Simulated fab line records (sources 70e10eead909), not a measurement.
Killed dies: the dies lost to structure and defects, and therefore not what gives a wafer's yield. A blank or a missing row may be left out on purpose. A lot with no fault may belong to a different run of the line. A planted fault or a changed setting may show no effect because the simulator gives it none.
fab line records | flow nand-harc
record: lots: 13 wafers: 39 last-day: 25
route steps=1159 shown A_STAIRCASE@595 THIN_TSV@1118 END@1159
lots that met no fault: from a run of the same line without faults
start-h: hours from the record's opening day to when the first of the lot's shown wafers began | wait-h: how many hours have passed since the lot's step before this one | " unchanged from the row above | L1.1+2: several wafers, shown together as one row | - value missing, or start not given | * or withheld: withheld | < > ~ a bound
route shown NAME@n: NAME is a module with steps in the file, n the number in the route of the first one | usual: mean and standard deviation over wafers with no fault | same: alike in all rows | chamber/n: place in a boat | sites: readings site by site | _std_site: standard deviation across them | _edge_site: the outer-site mean with the inner-site mean subtracted | radius-mm: for every site, how far away it sits from the centre of the wafer | mask NAME#n: copy n | behind: the most recent tool/chamber to have shaped the wafer | hold: what put the lot on hold/how long, in hours/how the hold closed | device: which transistor (n, p or np) failed to switch | end of line: the tests these same wafers got at the end of their route | a step without rows: its recipe alone | killed: not the wafer's yield, but the dies lost to structure and defects at the first sort | map: a wafer's dies, marking killed ones x, the rest . and places with no die _
set.NAME: the setting as run; set.NAME@STEP: as run at that earlier step | model.NAME: the simulator's own value behind a step, which no gauge read
the route's steps for a sample of lots (tables are steps, rows are wafers)
services: from which hour (start-h, from the record's first day; less than 0 if before it) a tool's chamber was out of use, for how many hours, and why
== steps ==
step: NHARC_A_STAIRCASE_ETCH_201
recipe: target-depth-a: 1000 time-s: 40.5 ion-energy-ev: 400 c4f8-flow-sccm: 20 o2-flow-sccm: 10 ar-flow-sccm: withheld rf-w: 600 bias-w: 1000 chemistry: C4F8/O2
usual: oes-product-au: 0.941/0.011 rf-vpp-V: 894/5.4
columns lot.wafer tool chamber start-h wait-h oes-product-au rf-hours-counter-h rf-vpp-V
L325.1 rie-diel-06 1 240.66 - 0.949 50 904
L325.3 " 0 " " 0.958 63 899
L325.6 " 2 " " 0.932 - 899
L327.4 rie-diel-06 0 253.52 - 0.942 1 899
L327.1 " 2 " " 0.940 2 899
L327.5 " 1 " " 0.954 - 902
L329.4 rie-diel-01 2 267.87 - 0.937 43 888
L329.1 " 3 " " 0.931 50 897
L329.6 " 3 " " 0.939 - 898
L330.1 rie-diel-13 0 268.18 - 0.913 57 898
L330.4 " 2 " " 0.964 59 885
L330.6 " 3 " " 0.938 - 888
L332.1 rie-diel-01 3 280.79 - 0.941 54 896
L332.3 " 0 " " 0.930 50 894
L332.4 " 2 " " 0.935 47 889
L331.4 rie-diel-06 1 280.82 - 0.961 11 902
L331.2 " 2 " " 0.943 11 900
L331.6 " 3 " " 0.946 - 886
L333.1 rie-diel-01 1 296.01 - 0.922 56 888
L333.2 " 2 " " 0.944 52 890
L333.4 " 3 " " 0.924 60 897
L334.3 rie-diel-01 2 297.19 - 0.945 52 890
L334.1 " 0 " " 0.940 55 895
L334.6 " 1 " " 0.938 - 890
L335.3 rie-diel-06 1 308.15 - 0.931 21 903
L335.5 " 3 " " 0.945 - 889
L335.6 " 0 " " 0.927 - 899
L336.4 rie-diel-06 1 308.48 - 0.948 21 902
L336.3 " 2 " " 0.931 21 899
L336.5 " 3 " " 0.947 - 887
L338.2 rie-diel-13 1 317.74 - 0.949 14 889
L338.1 " 0 " " 0.958 13 897
L338.6 " 1 " " 0.941 - 890
L345.4 rie-diel-01 3 359.06 - 0.937 12 895
L345.3 " 0 " " 0.951 12 893
L345.6 " 3 " " 0.935 - 895
L346.2 rie-diel-01 1 362.88 - 0.939 11 889
L346.1 " 2 " " 0.958 13 888
L346.6 " 1 " " 0.946 - 888
step: NHARC_THIN_TSV_DESCUM_14
recipe: time-s: 3 o2-flow-sccm: 200 ar-flow-sccm: 0 bias-power-w: 0 chemistry: O2
usual: drypump-motor-current-A: 5.9/0.41 oes-product-au: 0.999/0.01 rf-vpp-V: 57.8/0.92 showerhead-plenum-p-Torr: 1.94/0.095 throttle-valve-pct: 11.312/0.0096
columns lot.wafer tool chamber start-h wait-h drypump-motor-current-A oes-product-au rf-hours-counter-h rf-vpp-V showerhead-plenum-p-Torr throttle-valve-pct
L325.3 rie-diel-09 0 495.48 - 6.2 1.001 1 56.7 2.01 11.294
L325.1 " 3 " " 6.0 1.011 2 58.3 1.94 11.316
L325.6 " 0 " " 6.2 1.010 - 57.6 2.02 11.301
L327.4 rie-diel-10 0 496.73 - 6.3 1.006 9 57.4 2.04 11.313
L327.1 " 1 " " 5.3 0.992 9 57.6 1.81 11.311
L327.5 " 2 " " 6.6 0.997 - 58.0 2.02 11.321
L330.4 rie-diel-09 1 499.27 - 6.1 0.986 2 59.3 2.04 11.319
L330.1 " 2 " " 5.2 0.992 2 58.6 1.80 11.306
L330.6 " 0 " " 6.2 1.007 - 56.8 2.01 11.315
L329.1 rie-diel-09 1 500.26 - 6.1 0.999 3 57.8 2.04 11.307
L329.4 " 0 " " 6.2 1.013 3 58.4 2.01 11.329
L329.6 " 2 " " 5.2 0.994 - 58.1 1.80 11.320
L332.4 rie-diel-09 0 501.55 - 6.2 1.007 3 58.7 2.01 11.296
L332.3 " 2 " " 5.2 0.981 3 56.5 1.80 11.330
L332.1 " 3 " " 6.0 1.002 3 57.6 1.94 11.294
L331.4 rie-diel-09 2 503.08 - 5.3 0.996 3 57.1 1.80 11.315
L331.2 " 0 " " 6.2 1.004 3 57.6 2.01 11.318
L331.6 " 3 " " 6.0 1.002 - 57.9 1.94 11.293
L336.3 rie-diel-09 2 504.09 - 5.3 0.995 4 56.7 1.80 11.324
L336.4 " 0 " " 6.2 1.007 4 57.9 2.01 11.301
L336.5 " 2 " " 5.3 1.008 - 56.3 1.80 11.308
L335.3 rie-diel-10 2 505.20 - 6.6 0.995 10 57.9 2.02 11.311
L335.5 " 3 " " 5.8 1.013 - 55.4 1.83 11.304
L335.6 " 0 " " 6.3 1.005 - 59.8 2.04 11.309
L333.1 rie-diel-12 0 506.40 - 5.8 1.005 12 58.3 1.79 11.294
L333.4 " 1 " " 6.5 0.978 11 57.0 1.95 11.323
L333.2 " 2 " " 6.5 0.995 12 57.5 1.92 11.324
L334.3 rie-diel-09 0 507.61 - 6.2 1.003 5 58.1 2.01 11.322
L334.1 " 2 " " 5.3 0.990 4 56.7 1.80 11.322
L334.6 " 3 " " 6.0 1.015 - 58.0 1.94 11.329
L338.1 rie-diel-09 2 508.69 - 5.2 1.010 5 55.3 1.80 11.317
L338.2 " 1 " " 6.1 0.989 4 58.0 2.03 11.322
L338.6 " 3 " " 6.0 1.007 - 57.9 1.94 11.310
L345.3 rie-diel-12 1 536.79 - 6.5 0.993 15 58.0 1.95 11.295
L345.4 " 2 " " 6.6 0.979 15 58.5 1.92 11.315
L345.6 " 1 " " 6.6 0.988 - 57.4 1.95 11.327
L346.2 rie-diel-09 0 558.89 - 6.2 1.000 11 58.2 2.01 11.306
L346.1 " 1 " " 6.1 0.992 10 57.5 2.03 11.315
L346.6 " 3 " " 6.0 1.001 - 58.5 1.94 11.308
step: NHARC_THIN_TSV_PVD_19
recipe: target-thk-a: 200 chamber-pressure-pa: 5 material: TaN
usual: throttle-valve-pct: 30.0/1.1
columns lot.wafer tool chamber start-h wait-h throttle-valve-pct
L325.3 pvd-sputter-02 - - - 30.2
L325.1 " - " " 29.0
L325.6 " - " " 31.4
L327.1 pvd-sputter-02 - - - 31.3
L327.4 " - " " 30.2
L327.5 " - " " 29.0
L330.4 pvd-sputter-02 - - - 30.5
L330.1 " - " " 29.1
L330.6 " - " " 31.3
L329.1 pvd-sputter-02 - - - 31.5
L329.4 " - " " 31.4
L329.6 " - " " 30.4
L332.4 pvd-sputter-02 - - - 31.2
L332.3 " - " " 31.4
L332.1 " - " " 30.5
L336.3 pvd-sputter-03 - - - 28.2
L336.4 " - " " 30.0
L336.5 " - " " 29.6
L331.4 pvd-sputter-02 - - - 31.4
L331.2 " - " " 29.0
L331.6 " - " " 31.3
L335.3 pvd-sputter-03 - - - 28.2
L335.5 " - " " 30.3
L335.6 " - " " 28.3
L333.1 pvd-sputter-03 - - - 28.2
L333.2 " - " " 29.6
L333.4 " - " " 29.6
L334.3 pvd-sputter-03 - - - 30.3
L334.1 " - " " 29.7
L334.6 " - " " 30.0
L338.1 pvd-sputter-02 - - - 31.5
L338.2 " - " " 29.2
L338.6 " - " " 31.5
L345.3 pvd-sputter-03 - - - 30.3
L345.4 " - " " 28.0
L345.6 " - " " 28.5
L346.1 pvd-sputter-03 - - - 29.6
L346.2 " - " " 30.1
L346.6 " - " " 29.8
step: NHARC_THIN_TSV_CD_MEAS_37
usual: cd-nm: 5000.1/2.9
columns lot.wafer tool chamber start-h wait-h cd-nm
L325.1 cd-sem-01 - 505.13 - 4998.3
L325.3 " - " " 4997.9
L325.6 " - " " 4996.7
L327.1 cd-sem-01 - 508.66 - 5004.6
L327.4 " - " " 5001.0
L327.5 " - " " 5003.2
L330.1 cd-sem-03 - 510.43 - 4998.1
L330.4 " - " " 4998.9
L330.6 " - " " 4998.6
L329.1 cd-sem-01 - 511.92 - 5001.9
L329.4 " - " " 5001.6
L329.6 " - " " 4998.9
L332.1 cd-sem-01 - 512.72 - 4995.4
L332.3 " - " " 4996.5
L332.4 " - " " 4997.3
L336.3 cd-sem-02 - 513.82 - 5000.2
L336.4 " - " " 5002.7
L336.5 " - " " 5006.2
L331.2 cd-sem-01 - 514.18 - 4995.0
L331.4 " - " " 5001.5
L331.6 " - " " 4997.2
L335.3 cd-sem-01 - 514.35 - 4998.9
L335.5 " - " " 5000.1
L335.6 " - " " 5002.0
L333.1 cd-sem-03 - 515.00 - 4996.9
L333.2 " - " " 5000.9
L333.4 " - " " 5004.0
L334.1 cd-sem-03 - 515.55 - 5001.3
L334.3 " - " " 5000.7
L334.6 " - " " 5001.0
L338.1 cd-sem-02 - 516.14 - 5005.9
L338.2 " - " " 5001.3
L338.6 " - " " 5000.9
L345.3 cd-sem-03 - 544.53 - 4998.7
L345.4 " - " " 4996.7
L345.6 " - " " 4999.4
L346.1 cd-sem-01 - 566.34 - 4997.3
L346.2 " - " " 5002.8
L346.6 " - " " 5001.9
step: NHARC_END_SORT_01
recipe: temp-c: 25
usual: killed-at-array: 26/11 killed-at-other: 0.4/0.78 killed-at-periphery: 3.4/2.4 killed-dies: 29/11 killed-open: 3.1/1.9 killed-short: 1.9/1.4
same: gross-dies: 677
columns lot.wafer tool chamber start-h wait-h killed-at-array killed-at-other killed-at-periphery killed-dies killed-open killed-short
L346.1 prober-02 0 602.70 2.5 35 0 1 36 3 5
L346.2 prober-02 0 603.50 2.8 113 2 3 118 2 1
L346.6 prober-02 0 606.68 4.0 90 1 0 91 1 3
killed by level:class
L346.1 A_CHANNEL_HOLE_D1:chamber-film-flake=13 A_SLIT:chamber-film-flake=8 A_WL_FILL:geometric-particle:short=3 A_WL_FILL:chamber-film-flake=2 A_CONTACT:chamber-film-flake=2 A_M1:chamber-film-flake=2 P_M1:geometric-particle:short=1 A_CHANNEL_HOLE_D1:geometric-particle:open=1
L346.2 A_STAIRCASE:unspecified=63 A_CHANNEL_HOLE_D1:chamber-film-flake=23 A_SLIT:chamber-film-flake=18 A_CONTACT:chamber-film-flake=3 A_ZERO_WELL:chamber-film-flake=2 THIN_TSV:chamber-film-flake=2 P_CONTACT:geometric-particle:open=1 P_M0:geometric-particle:open=1
L346.6 A_STAIRCASE:unspecified=64 A_CHANNEL_HOLE_D1:chamber-film-flake=11 A_CONTACT:chamber-film-flake=6 A_SLIT:chamber-film-flake=2 A_CHANNEL_FILL_D1:geometric-particle:short=1 A_WL_FILL:geometric-particle:short=1 A_CONTACT:geometric-particle:short=1 A_BLC:geometric-particle:open=1
== services ==
columns tool chamber start-h hours kind
rie-diel-09 0 223.21 18.5 repair
rie-diel-09 3 235.93 7.3 repair
rie-diel-09 0 246.76 27.9 repair
pvd-sputter-02 - 250.14 2.0 repair
rie-diel-09 - 254.10 9.0 pm
rie-diel-01 1 255.60 2.0 repair
rie-diel-01 0 260.84 5.2 repair
pvd-sputter-02 - 264.23 1.5 repair
pvd-sputter-03 - 268.85 1.5 repair
rie-diel-01 1 308.71 14.6 repair
rie-diel-01 - 315.40 9.0 pm
pvd-sputter-03 - 318.79 10.0 pm
rie-diel-01 1 333.90 6.0 repair
pvd-sputter-03 - 359.64 1.1 repair
pvd-sputter-03 - 374.65 0.7 repair
pvd-sputter-03 - 379.81 7.0 repair
rie-diel-09 2 383.44 5.8 repair
pvd-sputter-02 - 392.00 10.0 pm
rie-diel-09 - 431.10 9.0 pm
rie-diel-01 - 493.07 9.0 pm
pvd-sputter-03 - 496.82 10.0 pm
pvd-sputter-02 - 522.09 1.1 repair
rie-diel-09 3 523.29 4.3 repair
pvd-sputter-02 - 559.11 4.2 repair
== key ==
first-sign: step: NHARC_END_SORT_01 reading: killed-at-array direction: up sigmas: 7.2 usual: 26 struck: 102
effect: step: NHARC_END_SORT_01 reading: killed-dies direction: up sigmas: 6.9 usual: 29 struck: 104
more-kills-born-at: NHARC_A_STAIRCASE_ETCH_201@rie-diel-01: 127
met-at NHARC_A_STAIRCASE_ETCH_201
struck-lots L346
struck-wafers L346.2,L346.6
tester-left-out L346
not-acting-at NHARC_THIN_TSV_DESCUM_14,NHARC_THIN_TSV_PVD_19,NHARC_THIN_TSV_CD_MEAS_37
onset-between 297.19 362.88
fault: kind: chamber-particle-source tool: rie-diel-01 chamber: 1 onset-h: 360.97 steps: NHARC_A_STAIRCASE_ETCH_201 rate-per-visit-cm2: 0.69613 end-h: 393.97
tester-left-out: of these lots the tester's yield and bins aren't shown, on N5 and GAA mostly nor the transistor test; their killed dies are dies lost to structure and defects alone, not to doping, threshold or leakage, so they don't give the yield
